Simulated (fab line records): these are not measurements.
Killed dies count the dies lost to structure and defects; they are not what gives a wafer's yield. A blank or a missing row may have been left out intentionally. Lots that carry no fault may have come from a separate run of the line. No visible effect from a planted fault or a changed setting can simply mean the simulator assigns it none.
fab line records :: flow n5Finfet
[record]
  lots = 4
  wafers = 12
  lastDay = 17
route steps=1938 shown BEOL_M4@1099 BEOL_M5@1112 BEOL_M10@1527 PASSIVATION@1936
lots that met no fault: from a run of the same line without faults
startH: hours from the record's first day to the start of the lot's first wafer shown :: waitH: how many hours have passed since the lot's step before this one :: " identical to the entry in the row above :: L1.1+2: a row that stands for several wafers :: - value missing, or start not given :: * or withheld: withheld :: < > ~ a bound
route shown NAME@n: a module of which the file shows steps, and the number in the route of the first :: usual: mean and standard deviation over wafers with no fault :: same: alike in all rows :: chamber/n: place in a boat :: sites: each site's reading :: _std_site: the standard deviation of these :: _edge_site: the outer-site mean with the inner-site mean subtracted :: radiusMm: how far each site lies from the wafer's centre :: mask NAME#n: copy n :: behind: the most recent tool/chamber to have shaped the wafer :: hold: the reason the lot was held/the length of the hold in hours/how it ended :: device: names the non-switching transistor (n, p or np) :: end of line: the tests these same wafers got at the end of their route :: a step given without rows: its recipe and nothing more :: killed: not the wafer's yield, but the dies lost to structure and defects at the first sort :: map: the dies of a wafer, with x for killed, . for not killed, _ for no die there
set.NAME: setting as actually run; set.NAME@STEP: the setting as run at that earlier step :: model.NAME: the simulator's own value behind a step, which no gauge read
lots at some steps of the route; a table a step, a row a wafer
services: from which hour (startH, from the record's first day; less than 0 if before it) a tool's chamber was out of use, for how many hours, and why
[[steps]]
[step N5_BEOL_M4_ANNEAL_95]
[recipe]
  tempC = 400
  timeS = 240
  ambient = vacuum
[step N5_BEOL_M4_SPUTTER_96]
[recipe]
  material = Cu
  targetThkA = 45
  tempC = -20
  chamberPressurePa = 0.07
  powerW = withheld
  timeS = 8.29
[step N5_BEOL_M4_ECD_50]
[recipe]
  material = Cu
  targetThkA = 3000
[step N5_BEOL_M4_ANNEAL_51]
[recipe]
  tempC = 225
  timeS = 90
  ambient = N2
[step N5_BEOL_M4_CMP_52]
[recipe]
  stopOn = SiOC
  tOverpolishS = 6.8
  downForcePsi = 1
  platenRpm = 50
  clearingPlatenDownForcePsi = 1.5
  clearingPlatenRpm = 50
  postCmpClean = cuAlkaline
  targetThkNm = 40
  clearingPlatenPadVelocityMS = 0.99484
  padVelocityMS = 0.99484
[step N5_BEOL_M4_PRE_CLEAN_60]
[recipe]
  gas = NH3/H2
  timeS = 15
  tempC = *
  rfPowerW = 300
[step N5_BEOL_M4_CO_CAP_55]
[recipe]
  material = Co
  targetThkA = 20
  tempC = 200
  precursor = CCTBA/H2
  pressureTorr = 30
  timeS = 102.1
[step N5_BEOL_M4_PRE_CLEAN_56]
[recipe]
  gas = NH3
  timeS = 15
  tempC = withheld
  rfPowerW = 300
[step N5_BEOL_M4_DEP_57]
[recipe]
  material = SiCN
  targetThkA = 80
  tempC = withheld
  precursor = 3MS/NH3
  pressureTorr = 3
  rfW = 202
  timeS = 14
[step N5_BEOL_M4_RC_MEAS_101]
[usual]
  DIBL_N = 35.3/1.5
  DIBL_P = 35.3/1.9
  IOFF_N = 0.145/0.027
  IOFF_P = 0.20/0.033
  ION_N = 670/12
  ION_P = 462/6.8
  SS_N = 71.3/0.6
  SS_P = 73.1/0.7
  VT_N = 251/3.4
  VT_P = -251/3.2
lot.wafer: L833.1
tool: prober-02
chamber: 0
startH: 206.78
waitH: 0.0
DIBL_N[mV/V]: 34.7
DIBL_P[mV/V]: 31.8
IOFF_N[nA/um]: 0.129
IOFF_P[nA/um]: 0.17
ION_N[uA/um]: 659
ION_P[uA/um]: 450
SS_N[mV/dec]: 71.1
SS_P[mV/dec]: 72.9
VT_N[mV]: 251
VT_P[mV]: -253

lot.wafer: L833.4
tool: prober-02
chamber: 0
startH: 206.78
waitH: 0.0
DIBL_N[mV/V]: 36.5
DIBL_P[mV/V]: 35.9
IOFF_N[nA/um]: 0.174
IOFF_P[nA/um]: 0.24
ION_N[uA/um]: 697
ION_P[uA/um]: 474
SS_N[mV/dec]: 70.8
SS_P[mV/dec]: 73.6
VT_N[mV]: 246
VT_P[mV]: -247

lot.wafer: L833.5
tool: prober-02
chamber: 0
startH: 206.78
waitH: 0.0
DIBL_N[mV/V]: 35.1
DIBL_P[mV/V]: 32.7
IOFF_N[nA/um]: 0.143
IOFF_P[nA/um]: 0.18
ION_N[uA/um]: 667
ION_P[uA/um]: 461
SS_N[mV/dec]: 71.0
SS_P[mV/dec]: 72.6
VT_N[mV]: 247
VT_P[mV]: -251

lot.wafer: L843.2
tool: prober-01
chamber: 0
startH: 260.03
waitH: 0.2
DIBL_N[mV/V]: 33.8
DIBL_P[mV/V]: 35.2
IOFF_N[nA/um]: 0.119
IOFF_P[nA/um]: 0.18
ION_N[uA/um]: 666
ION_P[uA/um]: 464
SS_N[mV/dec]: 70.2
SS_P[mV/dec]: 72.4
VT_N[mV]: 252
VT_P[mV]: -253

lot.wafer: L843.5
tool: prober-01
chamber: 0
startH: 260.03
waitH: 0.2
DIBL_N[mV/V]: 36.4
DIBL_P[mV/V]: 36.7
IOFF_N[nA/um]: 0.158
IOFF_P[nA/um]: 0.21
ION_N[uA/um]: 674
ION_P[uA/um]: 464
SS_N[mV/dec]: 72.0
SS_P[mV/dec]: 73.4
VT_N[mV]: 253
VT_P[mV]: -250

lot.wafer: L843.6
tool: prober-01
chamber: 0
startH: 260.03
waitH: 0.2
DIBL_N[mV/V]: 32.1
DIBL_P[mV/V]: 32.6
IOFF_N[nA/um]: 0.091
IOFF_P[nA/um]: 0.14
ION_N[uA/um]: 654
ION_P[uA/um]: 457
SS_N[mV/dec]: 70.6
SS_P[mV/dec]: 72.3
VT_N[mV]: 258
VT_P[mV]: -255

lot.wafer: L842.1
tool: prober-02
chamber: 0
startH: 262.54
waitH: 0.0
DIBL_N[mV/V]: 35.8
DIBL_P[mV/V]: 37.2
IOFF_N[nA/um]: 0.147
IOFF_P[nA/um]: 0.19
ION_N[uA/um]: 665
ION_P[uA/um]: 458
SS_N[mV/dec]: 71.4
SS_P[mV/dec]: 73.7
VT_N[mV]: 251
VT_P[mV]: -251

lot.wafer: L842.3
tool: prober-02
chamber: 0
startH: 262.54
waitH: 0.0
DIBL_N[mV/V]: 33.3
DIBL_P[mV/V]: 33.3
IOFF_N[nA/um]: 0.120
IOFF_P[nA/um]: 0.16
ION_N[uA/um]: 673
ION_P[uA/um]: 460
SS_N[mV/dec]: 71.3
SS_P[mV/dec]: 72.2
VT_N[mV]: 253
VT_P[mV]: -254

lot.wafer: L842.5
tool: prober-02
chamber: 0
startH: 262.54
waitH: 0.0
DIBL_N[mV/V]: 33.4
DIBL_P[mV/V]: 32.9
IOFF_N[nA/um]: 0.101
IOFF_P[nA/um]: 0.14
ION_N[uA/um]: 653
ION_P[uA/um]: 450
SS_N[mV/dec]: 71.0
SS_P[mV/dec]: 72.2
VT_N[mV]: 257
VT_P[mV]: -258

lot.wafer: L851.2
tool: prober-02
chamber: 0
startH: 307.40
waitH: 0.2
DIBL_N[mV/V]: 37.0
DIBL_P[mV/V]: 36.3
IOFF_N[nA/um]: 0.146
IOFF_P[nA/um]: 0.22
ION_N[uA/um]: 663
ION_P[uA/um]: 460
SS_N[mV/dec]: 71.1
SS_P[mV/dec]: 73.0
VT_N[mV]: 252
VT_P[mV]: -250

lot.wafer: L851.3
tool: prober-02
chamber: 0
startH: 307.40
waitH: 0.2
DIBL_N[mV/V]: 37.2
DIBL_P[mV/V]: 35.3
IOFF_N[nA/um]: 0.148
IOFF_P[nA/um]: 0.19
ION_N[uA/um]: 651
ION_P[uA/um]: 447
SS_N[mV/dec]: 72.2
SS_P[mV/dec]: 73.0
VT_N[mV]: 252
VT_P[mV]: -253

lot.wafer: L851.6
tool: prober-02
chamber: 0
startH: 307.40
waitH: 0.2
DIBL_N[mV/V]: 35.5
DIBL_P[mV/V]: 34.1
IOFF_N[nA/um]: 0.121
IOFF_P[nA/um]: 0.17
ION_N[uA/um]: 664
ION_P[uA/um]: 454
SS_N[mV/dec]: 70.7
SS_P[mV/dec]: 72.6
VT_N[mV]: 254
VT_P[mV]: -250
[step N5_BEOL_M5_ILD_DEP_00]
[recipe]
  material = SiCOH_lowk
  targetThkA = 1406.4
  tempC = 300
  precursor = DEMS/porogen
  pressureTorr = 5
  rfW = 500
  timeS = 25.9
[step N5_BEOL_M5_CURE_79]
[recipe]
  tempC = 385
  timeS = 240
  ambient = He/Ar
  material = SiCOH_lowk
[step N5_BEOL_M5_PECVD_70]
[recipe]
  material = SiO2
  targetThkA = 160
  tempC = 400
  precursor = TEOS/O2
  pressureTorr = 5.5
  rfW = 450
  teosFlowSccm = 53.8
  gas = O2
  flowSccm = 3000
  timeS = 18
[step N5_BEOL_M5_HM_DEP_02]
[recipe]
  material = TiN
  targetThkA = 200
  tempC = 25
  chamberPressurePa = 0.49996
[step N5_BEOL_M5_COAT_59]
[recipe]
  resist = SOC
  tempC = 250
  timeS = 60
  spinRpm = 1500
  resistThkNm = 60
[step N5_BEOL_M5_COAT_60]
[recipe]
  resist = SiARC
  tempC = 220
  timeS = 60
  spinRpm = 1500
  resistThkNm = 12
[step N5_BEOL_M5_COAT_71]
[recipe]
  resist = underlayer
  tempC = 205
  timeS = 60
  spinRpm = 1500
  resistThkNm = 5
[step N5_BEOL_M5_COAT_05]
[recipe]
  resist = CAR-EUV
  spinRpm = 1500
  resistThkNm = 30
[step N5_BEOL_M5_EBR_07]
[recipe]
  solvent = PGMEA
  ebrWidthMm = 1.5
[step N5_BEOL_M5_SOFTBAKE_06]
[recipe]
  tempC = 110
  timeS = 60
  resist = CAR-EUV
[step N5_BEOL_M5_EXPOSE_08]
[recipe]
  maskId = M5
  na = 0.33
  sourceShape = annular
  sigmaInner = 0.4
  sigmaOuter = 0.8
  polarization = unpolarized
  targetCdNm = 28
  doseMj = 35.75
[step N5_BEOL_M5_PEB_09]
[recipe]
  pebTempC = 100
  pebTimeS = 60
  resist = CAR-EUV
[step N5_BEOL_M5_DEVELOP_10]
[recipe]
  developTimeS = 30
  developer = TMAH
  resist = CAR-EUV
  rinseLiquid = surfactantRinse
  dry = airSpin
  devTempC = 23
[step N5_BEOL_M5_DESCUM_16]
[recipe]
  chemistry = O2
  timeS = 7
  sourcePowerW = 50
  biasPowerW = 20
  pressureMtorr = 20
  rfFrequencyHz = 2.712e+07
  tempC = 40
  resist = CAR-EUV
  o2FlowSccm = 225
[step N5_BEOL_M5_ETCH_72]
[recipe]
  chemistry = N2/H2
  target = underlayer
  targetDepthA = 65
  maskMaterial = CAR-EUV
  timeS = 5.2
  ionEnergyEv = 200
  pressureMtorr = 30
  sourceW = 840
  biasW = 150
  n2FlowSccm = 200
  h2FlowSccm = 200
  ends = cleared
[step N5_BEOL_M5_ETCH_61]
[recipe]
  chemistry = CF4
  target = SiARC
  targetDepthA = 156
  maskMaterial = CAR-EUV
  timeS = 26
  ionEnergyEv = 80
  pressureMtorr = 40
  sourceW = 545
  biasW = 36
  Ar_flow_sccm = 100
  cf4FlowSccm = 100
  ends = cleared
[step N5_BEOL_M5_ETCH_62]
[recipe]
  chemistry = N2/H2
  target = SOC
  targetDepthA = 750
  overetchA = 150
  maskMaterial = SiARC
  tempC = 40
  timeS = 112.5
  ionEnergyEv = 200
  pressureMtorr = 30
  sourceW = 840
  biasW = 150
  n2FlowSccm = 200
  h2FlowSccm = 200
[step N5_BEOL_M5_STRIP_63]
[recipe]
  chemistry = N2/H2
  tempC = 40
  n2FlowSccm = 200
  h2FlowSccm = 200
  rfFrequencyHz = 6e+07
[step N5_BEOL_M5_STRIP_73]
[recipe]
  chemistry = N2/H2
  tempC = 40
  n2FlowSccm = 200
  h2FlowSccm = 200
  rfFrequencyHz = 6e+07
[step N5_BEOL_M5_STRIP_64]
[recipe]
  chemistry = CF4
  resist = SiARC
  powerW = 300
  biasPowerW = 75
  pressureMtorr = 50
  cf4FlowSccm = 150
  rfFrequencyHz = 6e+07
[step N5_BEOL_M5_HM_OPEN_17]
[recipe]
  chemistry = Cl2/BCl3
  targetDepthA = 200
  overetchA = 60
  target = TiN
  maskMaterial = SOC
  ionEnergyEv = 150
  pressureMtorr = 10
  icpW = 1000
  biasW = 126
  Cl2_flow_sccm = 53.25
  bcl3FlowSccm = 21.75
  Ar_flow_sccm = 25
[step N5_BEOL_M5_STRIP_19]
[recipe]
  chemistry = O2
  powerW = 400
  tempC = 40
  pressureMtorr = 30
  rfFrequencyHz = 6e+07
  biasPowerW = 0
  overashFraction = 0.2
  o2FlowSccm = 225
[step N5_BEOL_M5_COAT_65]
[recipe]
  resist = SOC
  tempC = 250
  timeS = 60
  spinRpm = 1500
  resistThkNm = 60
[step N5_BEOL_M5_COAT_66]
[recipe]
  resist = SiARC
  tempC = 220
  timeS = 60
  spinRpm = 1500
  resistThkNm = 12
[step N5_BEOL_M10_SPUTTER_48]
[recipe]
  material = Cu
  targetThkA = 120
  tempC = -20
  biasV = 60
  powerW = 26000
  chamberPressurePa = 0.13
  timeS = 2
[usual]
  biasV = 60.0/0.56
  cathodeDcPowerW = 26000/5
  chuckGasFlowSccm = 1.27/0.055
  substrateTempC = -20.01/0.13
  throttleValvePct = 29.8/0.96
lot.wafer: L833.1
tool: pvdSputter-03
chamber: -
startH: 263.83
waitH: 0.1
biasV: 60.5
cathodeDcPowerW: 25998
chuckGasFlowSccm: 1.34
substrateTempC: -20.11
throttleValvePct: 30.5

lot.wafer: L833.4
tool: pvdSputter-03
chamber: -
startH: 263.83
waitH: 0.1
biasV: 60.1
cathodeDcPowerW: 25995
chuckGasFlowSccm: 1.29
substrateTempC: -20.06
throttleValvePct: 29.4

lot.wafer: L833.5
tool: pvdSputter-03
chamber: -
startH: 263.83
waitH: 0.1
biasV: 59.2
cathodeDcPowerW: 26000
chuckGasFlowSccm: 1.25
substrateTempC: -20.07
throttleValvePct: 29.8

lot.wafer: L843.2
tool: pvdSputter-03
chamber: -
startH: 311.70
waitH: 0.4
biasV: -
cathodeDcPowerW: -
chuckGasFlowSccm: -
substrateTempC: -
throttleValvePct: -

lot.wafer: L843.5
tool: pvdSputter-03
chamber: -
startH: 311.70
waitH: 0.4
biasV: -
cathodeDcPowerW: -
chuckGasFlowSccm: -
substrateTempC: -
throttleValvePct: -

lot.wafer: L843.6
tool: pvdSputter-03
chamber: -
startH: 311.70
waitH: 0.4
biasV: -
cathodeDcPowerW: -
chuckGasFlowSccm: -
substrateTempC: -
throttleValvePct: -

lot.wafer: L842.1
tool: pvdSputter-03
chamber: -
startH: 318.66
waitH: 0.2
biasV: -
cathodeDcPowerW: -
chuckGasFlowSccm: -
substrateTempC: -
throttleValvePct: -

lot.wafer: L842.3
tool: pvdSputter-03
chamber: -
startH: 318.66
waitH: 0.2
biasV: -
cathodeDcPowerW: -
chuckGasFlowSccm: -
substrateTempC: -
throttleValvePct: -

lot.wafer: L842.5
tool: pvdSputter-03
chamber: -
startH: 318.66
waitH: 0.2
biasV: -
cathodeDcPowerW: -
chuckGasFlowSccm: -
substrateTempC: -
throttleValvePct: -

lot.wafer: L851.2
tool: pvdSputter-01
chamber: -
startH: 359.17
waitH: 0.1
biasV: 59.5
cathodeDcPowerW: 25997
chuckGasFlowSccm: 1.28
substrateTempC: -19.80
throttleValvePct: 29.9

lot.wafer: L851.3
tool: pvdSputter-01
chamber: -
startH: 359.17
waitH: 0.1
biasV: 60.0
cathodeDcPowerW: 25997
chuckGasFlowSccm: 1.28
substrateTempC: -19.98
throttleValvePct: 30.4

lot.wafer: L851.6
tool: pvdSputter-01
chamber: -
startH: 359.17
waitH: 0.1
biasV: 59.7
cathodeDcPowerW: 25996
chuckGasFlowSccm: 1.26
substrateTempC: -20.13
throttleValvePct: 30.2
[step N5_BEOL_M10_CMP_52]
[recipe]
  stopOn = SiCOH_lowk
  tOverpolishS = 7
  downForcePsi = 1
  platenRpm = 50
  clearingPlatenDownForcePsi = 1.5
  clearingPlatenRpm = 50
  postCmpClean = cuAlkaline
  targetThkNm = 140
  clearingPlatenPadVelocityMS = 0.99484
  padVelocityMS = 0.99484
[usual]
  motorCurrentA = 6.2/0.68
  timeToEndpointS = 66/3.8
lot.wafer: L833.4
tool: cmp-03
chamber: 0
startH: 264.57
waitH: 0.2
motorCurrentA: 5.7
timeToEndpointS: 66

lot.wafer: L833.1
tool: cmp-03
chamber: 1
startH: 264.57
waitH: 0.2
motorCurrentA: 7.0
timeToEndpointS: 69

lot.wafer: L833.5
tool: cmp-03
chamber: 3
startH: 264.57
waitH: 0.2
motorCurrentA: 7.1
timeToEndpointS: 65

lot.wafer: L843.2
tool: cmp-03
chamber: 2
startH: 312.82
waitH: 0.3
motorCurrentA: 6.7
timeToEndpointS: 0

lot.wafer: L843.6
tool: cmp-03
chamber: 0
startH: 312.82
waitH: 0.3
motorCurrentA: 5.3
timeToEndpointS: 0

lot.wafer: L843.5
tool: cmp-03
chamber: 1
startH: 312.82
waitH: 0.3
motorCurrentA: 7.0
timeToEndpointS: 4

lot.wafer: L842.3
tool: cmp-02
chamber: 3
startH: 319.37
waitH: 0.3
motorCurrentA: 5.4
timeToEndpointS: 0

lot.wafer: L842.1
tool: cmp-02
chamber: 0
startH: 319.37
waitH: 0.3
motorCurrentA: 5.2
timeToEndpointS: 0

lot.wafer: L842.5
tool: cmp-02
chamber: 1
startH: 319.37
waitH: 0.3
motorCurrentA: 6.7
timeToEndpointS: 0

lot.wafer: L851.3
tool: cmp-04
chamber: 2
startH: 359.77
waitH: 0.2
motorCurrentA: 5.4
timeToEndpointS: 56

lot.wafer: L851.2
tool: cmp-04
chamber: 3
startH: 359.77
waitH: 0.2
motorCurrentA: 7.3
timeToEndpointS: 67

lot.wafer: L851.6
tool: cmp-04
chamber: 0
startH: 359.77
waitH: 0.2
motorCurrentA: 6.1
timeToEndpointS: 60
[step N5_PASSIVATION_PROBE_49]
[usual]
  defectLimitedYield = 91.2/1.5
  killed_at_M0_to_M3 = 34/11
  killed_at_M4_up = 14/5.4
  killedAtContacts = 12/5.9
  killedAtFrontEnd = 40/12
  killedAtOther = 4/3.3
  killedDies = 103/18
  killedOnRim = 14/4.1
  killedOpen = 68/13
  killedShort = 34/7.5
  sort_bin_5_function = 5.1/1
  sort_bin_6_memory = 3.3/0.7
  sortNPass = 1076/18
  sortYieldPct = 91.2/1.5
[same]
  grossDies = 1180
  killedAtBackSide = 0
  sort_bin_4_leakage[%] = 0
  sort_bin_8_speed[%] = 0
lot.wafer: L843.2
tool: prober-02
chamber: -
startH: 357.55
waitH: 0.1
defectLimitedYield[%]: 0
killed_at_M0_to_M3: 34
killed_at_M4_up: 1092
killedAtContacts: 12
killedAtFrontEnd: 42
killedAtOther: 0
killedDies: 1180
killedOnRim: 152
killedOpen: 67
killedShort: 39
sort_bin_5_function[%]: 95.8
sort_bin_6_memory[%]: 4.0
sortNPass: 0
sortYieldPct[%]: 0

lot.wafer: L843.5
tool: prober-02
chamber: -
startH: 357.70
waitH: 0.2
defectLimitedYield[%]: 0
killed_at_M0_to_M3: 48
killed_at_M4_up: 1085
killedAtContacts: 18
killedAtFrontEnd: 29
killedAtOther: 0
killedDies: 1180
killedOnRim: 152
killedOpen: 78
killedShort: 34
sort_bin_5_function[%]: 96.7
sort_bin_6_memory[%]: 3.2
sortNPass: 0
sortYieldPct[%]: 0

lot.wafer: L843.6
tool: prober-02
chamber: -
startH: 357.75
waitH: 0.3
defectLimitedYield[%]: 0
killed_at_M0_to_M3: 28
killed_at_M4_up: 1108
killedAtContacts: 11
killedAtFrontEnd: 32
killedAtOther: 1
killedDies: 1180
killedOnRim: 152
killedOpen: 65
killedShort: 27
sort_bin_5_function[%]: 97.5
sort_bin_6_memory[%]: 2.3
sortNPass: 0
sortYieldPct[%]: 0

lot.wafer: L842.1
tool: prober-02
chamber: -
startH: 361.46
waitH: 0.0
defectLimitedYield[%]: 0
killed_at_M0_to_M3: 40
killed_at_M4_up: 1100
killedAtContacts: 3
killedAtFrontEnd: 31
killedAtOther: 6
killedDies: 1180
killedOnRim: 152
killedOpen: 57
killedShort: 37
sort_bin_5_function[%]: 96.9
sort_bin_6_memory[%]: 2.8
sortNPass: 0
sortYieldPct[%]: 0

lot.wafer: L842.3
tool: prober-02
chamber: -
startH: 361.56
waitH: 0.1
defectLimitedYield[%]: 0
killed_at_M0_to_M3: 37
killed_at_M4_up: 1099
killedAtContacts: 12
killedAtFrontEnd: 26
killedAtOther: 6
killedDies: 1180
killedOnRim: 152
killedOpen: 65
killedShort: 38
sort_bin_5_function[%]: 97.0
sort_bin_6_memory[%]: 2.7
sortNPass: 0
sortYieldPct[%]: 0

lot.wafer: L842.5
tool: prober-02
chamber: -
startH: 361.66
waitH: 0.2
defectLimitedYield[%]: 0
killed_at_M0_to_M3: 35
killed_at_M4_up: 1100
killedAtContacts: 8
killedAtFrontEnd: 35
killedAtOther: 2
killedDies: 1180
killedOnRim: 152
killedOpen: 60
killedShort: 38
sort_bin_5_function[%]: 96.9
sort_bin_6_memory[%]: 2.9
sortNPass: 0
sortYieldPct[%]: 0
// killed by level:class
L843.2 BEOL_M10:areaSputter=540 BEOL_M10:areaEcd=534 STI_FIN_REVEAL:geometricParticle:open=12 MOL_CONTACT_COAG:geometricParticle:open=9 BEOL_M2:geometricParticle:short=7 FIN_SAQP:geometricParticle:open=6 BEOL_M4:geometricParticle:open=6 BEOL_M0_SAQP:geometricParticle:short=5
L843.5 BEOL_M10:areaSputter=550 BEOL_M10:areaEcd=518 BEOL_M3:geometricParticle:open=18 MOL_CONTACT_COAG:geometricParticle:open=13 BEOL_M0_SAQP:geometricParticle:open=9 BEOL_M4:geometricParticle:open=9 BEOL_M0_SAQP:geometricParticle:short=6 BEOL_M1:geometricParticle:open=6
L843.6 BEOL_M10:areaSputter=555 BEOL_M10:areaEcd=533 BEOL_M4:geometricParticle:open=11 MOL_CONTACT_COAG:geometricParticle:open=8 BEOL_M3:geometricParticle:open=7 BEOL_M0_SAQP:geometricParticle:open=6 FIN_SAQP:geometricParticle:short=5 GATE_CUT:geometricParticle:short=5
L842.1 BEOL_M10:areaEcd=547 BEOL_M10:areaSputter=539 BEOL_M3:geometricParticle:open=11 BEOL_M4:geometricParticle:open=9 FIN_SAQP:geometricParticle:short=8 BEOL_M0_SAQP:geometricParticle:short=8 STI_FIN_REVEAL:geometricParticle:open=7 STARTING-WAFER:geometricParticle:short=5
L842.3 BEOL_M10:areaEcd=558 BEOL_M10:areaSputter=519 BEOL_M4:geometricParticle:open=13 MOL_CONTACT_COAG:geometricParticle:open=9 BEOL_M3:geometricParticle:open=9 FIN_SAQP:geometricParticle:short=7 BEOL_M0_SAQP:geometricParticle:short=7 BEOL_M2:geometricParticle:open=5
L842.5 BEOL_M10:areaEcd=555 BEOL_M10:areaSputter=527 BEOL_M0_SAQP:geometricParticle:short=11 BEOL_M4:geometricParticle:open=10 BEOL_M1:geometricParticle:open=8 FIN_SAQP:geometricParticle:short=7 BEOL_M0_SAQP:geometricParticle:open=5 FIN_SAQP:geometricParticle:open=5
// map L842.1 (x killed, . not)
_________________xxxxxxxxxxxx________________
______________xxxxxxxxxxxxxxxxxx_____________
___________xxxxxxxxxxxxxxxxxxxxxxxx__________
__________xxxxxxxxxxxxxxxxxxxxxxxxxx_________
________xxxxxxxxxxxxxxxxxxxxxxxxxxxxxx_______
_______xxxxxxxxxxxxxxxxxxxxxxxxxxxxxxxx______
______xxxxxxxxxxxxxxxxxxxxxxxxxxxxxxxxxx_____
_____xxxxxxxxxxxxxxxxxxxxxxxxxxxxxxxxxxxx____
____xxxxxxxxxxxxxxxxxxxxxxxxxxxxxxxxxxxxxx___
___xxxxxxxxxxxxxxxxxxxxxxxxxxxxxxxxxxxxxxxx__
___xxxxxxxxxxxxxxxxxxxxxxxxxxxxxxxxxxxxxxxx__
__xxxxxxxxxxxxxxxxxxxxxxxxxxxxxxxxxxxxxxxxxx_
__xxxxxxxxxxxxxxxxxxxxxxxxxxxxxxxxxxxxxxxxxx_
_xxxxxxxxxxxxxxxxxxxxxxxxxxxxxxxxxxxxxxxxxxxx
_xxxxxxxxxxxxxxxxxxxxxxxxxxxxxxxxxxxxxxxxxxxx
_xxxxxxxxxxxxxxxxxxxxxxxxxxxxxxxxxxxxxxxxxxxx
_xxxxxxxxxxxxxxxxxxxxxxxxxxxxxxxxxxxxxxxxxxxx
_xxxxxxxxxxxxxxxxxxxxxxxxxxxxxxxxxxxxxxxxxxxx
_xxxxxxxxxxxxxxxxxxxxxxxxxxxxxxxxxxxxxxxxxxxx
_xxxxxxxxxxxxxxxxxxxxxxxxxxxxxxxxxxxxxxxxxxxx
_xxxxxxxxxxxxxxxxxxxxxxxxxxxxxxxxxxxxxxxxxxxx
__xxxxxxxxxxxxxxxxxxxxxxxxxxxxxxxxxxxxxxxxxx_
__xxxxxxxxxxxxxxxxxxxxxxxxxxxxxxxxxxxxxxxxxx_
___xxxxxxxxxxxxxxxxxxxxxxxxxxxxxxxxxxxxxxxx__
___xxxxxxxxxxxxxxxxxxxxxxxxxxxxxxxxxxxxxxxx__
____xxxxxxxxxxxxxxxxxxxxxxxxxxxxxxxxxxxxxx___
_____xxxxxxxxxxxxxxxxxxxxxxxxxxxxxxxxxxxx____
______xxxxxxxxxxxxxxxxxxxxxxxxxxxxxxxxxx_____
_______xxxxxxxxxxxxxxxxxxxxxxxxxxxxxxxx______
________xxxxxxxxxxxxxxxxxxxxxxxxxxxxxx_______
__________xxxxxxxxxxxxxxxxxxxxxxxxxx_________
___________xxxxxxxxxxxxxxxxxxxxxxxx__________
______________xxxxxxxxxxxxxxxxxx_____________
_________________xxxxxxxxxxxx________________
// map L843.2 (x killed, . not)
_________________xxxxxxxxxxxx________________
______________xxxxxxxxxxxxxxxxxx_____________
___________xxxxxxxxxxxxxxxxxxxxxxxx__________
__________xxxxxxxxxxxxxxxxxxxxxxxxxx_________
________xxxxxxxxxxxxxxxxxxxxxxxxxxxxxx_______
_______xxxxxxxxxxxxxxxxxxxxxxxxxxxxxxxx______
______xxxxxxxxxxxxxxxxxxxxxxxxxxxxxxxxxx_____
_____xxxxxxxxxxxxxxxxxxxxxxxxxxxxxxxxxxxx____
____xxxxxxxxxxxxxxxxxxxxxxxxxxxxxxxxxxxxxx___
___xxxxxxxxxxxxxxxxxxxxxxxxxxxxxxxxxxxxxxxx__
___xxxxxxxxxxxxxxxxxxxxxxxxxxxxxxxxxxxxxxxx__
__xxxxxxxxxxxxxxxxxxxxxxxxxxxxxxxxxxxxxxxxxx_
__xxxxxxxxxxxxxxxxxxxxxxxxxxxxxxxxxxxxxxxxxx_
_xxxxxxxxxxxxxxxxxxxxxxxxxxxxxxxxxxxxxxxxxxxx
_xxxxxxxxxxxxxxxxxxxxxxxxxxxxxxxxxxxxxxxxxxxx
_xxxxxxxxxxxxxxxxxxxxxxxxxxxxxxxxxxxxxxxxxxxx
_xxxxxxxxxxxxxxxxxxxxxxxxxxxxxxxxxxxxxxxxxxxx
_xxxxxxxxxxxxxxxxxxxxxxxxxxxxxxxxxxxxxxxxxxxx
_xxxxxxxxxxxxxxxxxxxxxxxxxxxxxxxxxxxxxxxxxxxx
_xxxxxxxxxxxxxxxxxxxxxxxxxxxxxxxxxxxxxxxxxxxx
_xxxxxxxxxxxxxxxxxxxxxxxxxxxxxxxxxxxxxxxxxxxx
__xxxxxxxxxxxxxxxxxxxxxxxxxxxxxxxxxxxxxxxxxx_
__xxxxxxxxxxxxxxxxxxxxxxxxxxxxxxxxxxxxxxxxxx_
___xxxxxxxxxxxxxxxxxxxxxxxxxxxxxxxxxxxxxxxx__
___xxxxxxxxxxxxxxxxxxxxxxxxxxxxxxxxxxxxxxxx__
____xxxxxxxxxxxxxxxxxxxxxxxxxxxxxxxxxxxxxx___
_____xxxxxxxxxxxxxxxxxxxxxxxxxxxxxxxxxxxx____
______xxxxxxxxxxxxxxxxxxxxxxxxxxxxxxxxxx_____
_______xxxxxxxxxxxxxxxxxxxxxxxxxxxxxxxx______
________xxxxxxxxxxxxxxxxxxxxxxxxxxxxxx_______
__________xxxxxxxxxxxxxxxxxxxxxxxxxx_________
___________xxxxxxxxxxxxxxxxxxxxxxxx__________
______________xxxxxxxxxxxxxxxxxx_____________
_________________xxxxxxxxxxxx________________
[[services]]
tool: cmp-03
chamber: -
startH: 245.63
hours: 6.0
kind: pm

tool: cmp-02
chamber: -
startH: 273.42
hours: 0.5
kind: repair

tool: cmp-02
chamber: -
startH: 282.81
hours: 0.9
kind: repair

tool: cmp-02
chamber: -
startH: 293.63
hours: 5.2
kind: pm

tool: cmp-02
chamber: -
startH: 322.06
hours: 4.0
kind: pm

tool: cmp-02
chamber: -
startH: 326.06
hours: -
kind: consumableReplace:conditioner

tool: cmp-02
chamber: -
startH: 326.06
hours: -
kind: consumableReplace:pad

tool: cmp-02
chamber: -
startH: 333.79
hours: 1.9
kind: repair

tool: cmp-02
chamber: -
startH: 341.47
hours: 0.4
kind: repair

tool: cmp-04
chamber: -
startH: 346.63
hours: 1.8
kind: repair
[[key]]
[firstSign]
  step = N5_BEOL_M10_SPUTTER_48
  reading = toolRecord
  direction = missing
[effect]
  step = N5_BEOL_M10_CMP_52
  reading = timeToEndpointS
  direction = down
  sigmas = 17
  usual = *
  struck = *
[effect]
  step = N5_PASSIVATION_PROBE_49
  reading = killed_at_M4_up
  direction = up
  sigmas = 99+
  usual = 14
  struck = 1097
[moreKillsBornAt]
  N5_BEOL_M10_ECD_50@ecdCu-02 = 3245
  N5_BEOL_M10_SPUTTER_48@pvdSputter-03 = 3229
metAt N5_BEOL_M10_SPUTTER_48
struckWafers L842.1,L842.3,L842.5,L843.2,L843.5,L843.6
laterRowsLeftOut L842.1,L842.3,L842.5,L843.2,L843.5,L843.6
onsetBetween 263.83 311.70
[fault]
  kind = skippedStepWhole
  tool = pvdSputter-03
  chamber = -
  onsetH = 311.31
  steps = N5_BEOL_M10_SPUTTER_48
  scope = struckLotsOnly
// laterRowsLeftOut: the simulator's readings of these wafers behind a module that went badly wrong aren't trusted and aren't shown, but for the sort
